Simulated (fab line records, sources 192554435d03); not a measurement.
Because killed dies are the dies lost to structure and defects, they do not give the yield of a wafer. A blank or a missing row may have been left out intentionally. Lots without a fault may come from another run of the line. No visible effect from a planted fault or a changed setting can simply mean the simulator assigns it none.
8D (eight disciplines) problem report, filled in by code | flow n5 finfet | the parts of the form that need people (team, actions taken, sign-off) are left out

## 1. THE PROBLEM
N5_PASSIVATION_PROBE_49, killed_at_M4_up: mean 116 over 1 wafer from 1 lot; wafers with no fault: 13, standard deviation 5.4. Relative to the usual mean, that is a shift of +19 standard deviations.
The first sign was on wafer L841.6 at day 17 18:37, on prober-01. The record holds 4 wafers of 2 lots with a number at this step. The rule behind "out" and "out of limits": a value lying over 4 standard deviations away from the usual mean. All remaining wafers that have a number are taken as sound.

## 2. WHAT THIS IS AND IS NOT
question                    | is                                                                                                                                     | is not
which readings at this step | killed_at_M4_up, defect limited yield, killed dies, killed on rim, sort_bin_5_function, sort_bin_6_memory, sort n pass, sort yield pct | killed_at_M0_to_M3, killed at front end, killed at other, killed open, killed short, sort_bin_8_speed
which lots                  | L841                                                                                                                                   | L832
which wafers of those lots  | all that have a number                                                                                                                 | -
read on which tools         | prober-01                                                                                                                              | -
when                        | from day 17 18:37                                                                                                                      | up to then (3 sound wafers)

## 3. THE SUSPECTS, EACH WITH WHAT RULES IT OUT
Counting: a tool stays on the suspect list if, at a process step up to the reading, it processed all lots that are out and no sound lot following the first of them.
- pvd sputter-01 at N5_BEOL_M11_SPUTTER_48 (material Cu, target thk 12 nm, time 2 s): kept. It ran the lot that is out, L841 (day 15 21:10), and no sound lot after that; its last sound lot up to then is L832 (day 13 19:51).
- prober-01 at N5_PASSIVATION_PROBE_49: kept. It ran the lot that is out, L841 (day 17 18:37), and no sound lot after that; its last sound lot up to then is L832 (day 15 13:29). Out on those wafers are its own readings of defect limited yield, killed_at_M4_up, killed dies, killed on rim, sort_bin_5_function, sort_bin_6_memory, sort n pass, sort yield pct.
After counting, pvd sputter-01 at N5_BEOL_M11_SPUTTER_48 and prober-01 at N5_PASSIVATION_PROBE_49 remain.

## 4. THE CAUSE (what the simulator had put in)
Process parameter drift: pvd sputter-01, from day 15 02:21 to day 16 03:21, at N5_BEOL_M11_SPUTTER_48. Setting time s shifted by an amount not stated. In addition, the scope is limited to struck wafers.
Counting left 2 suspects, and this tool is among them.

## 5. SEQUENCE OF EFFECTS, ordered by route
Rows list readings where the struck wafers' mean (over those with a number) sits beyond 3 standard deviations from the usual. Only readings whose record carries a usual standard deviation are examined. hours: median over the lots of the time between each lot's start at the first step of this table that gives one and its start at this step. sigmas: the change, counted in usual standard deviations.
hours | step                    | reading              | usual  | on struck wafers | change | sigmas
0     | N5_PASSIVATION_PROBE_49 | defect limited yield | 91.3 % | 81.7             | -9.6   | -6.9
0     | N5_PASSIVATION_PROBE_49 | killed_at_M4_up      | 13     | 116              | +103   | +19
0     | N5_PASSIVATION_PROBE_49 | killed dies          | 103    | 216              | +113   | +7.1
0     | N5_PASSIVATION_PROBE_49 | killed on rim        | 13     | 38               | +25    | +6.2
0     | N5_PASSIVATION_PROBE_49 | sort_bin_5_function  | 5.1 %  | 10.4             | +5.3   | +5.8
0     | N5_PASSIVATION_PROBE_49 | sort_bin_6_memory    | 3.3 %  | 7.7              | +4.4   | +6.5
0     | N5_PASSIVATION_PROBE_49 | sort n pass          | 1077   | 964              | -113   | -6.6
0     | N5_PASSIVATION_PROBE_49 | sort yield pct       | 91.2 % | 81.7             | -9.5   | -6.8
Here are the process steps it includes:
- N5_PASSIVATION_PROBE_49

## 6. WHAT WOULD HAVE CAUGHT IT SOONER
In this record the first reading out of limits was taken at day 17 18:37, 64 hours after the fault began at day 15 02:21.
Tool readings at N5_BEOL_M11_SPUTTER_48 with a usual standard deviation given in the record: none out on any struck wafer, hence no alarm at a limit of 4 standard deviations on them.
All the lots that are out (1) had begun N5_BEOL_M11_SPUTTER_48 on pvd sputter-01 by day 17 18:37. None of them would have been spared by holding the tool at that moment.
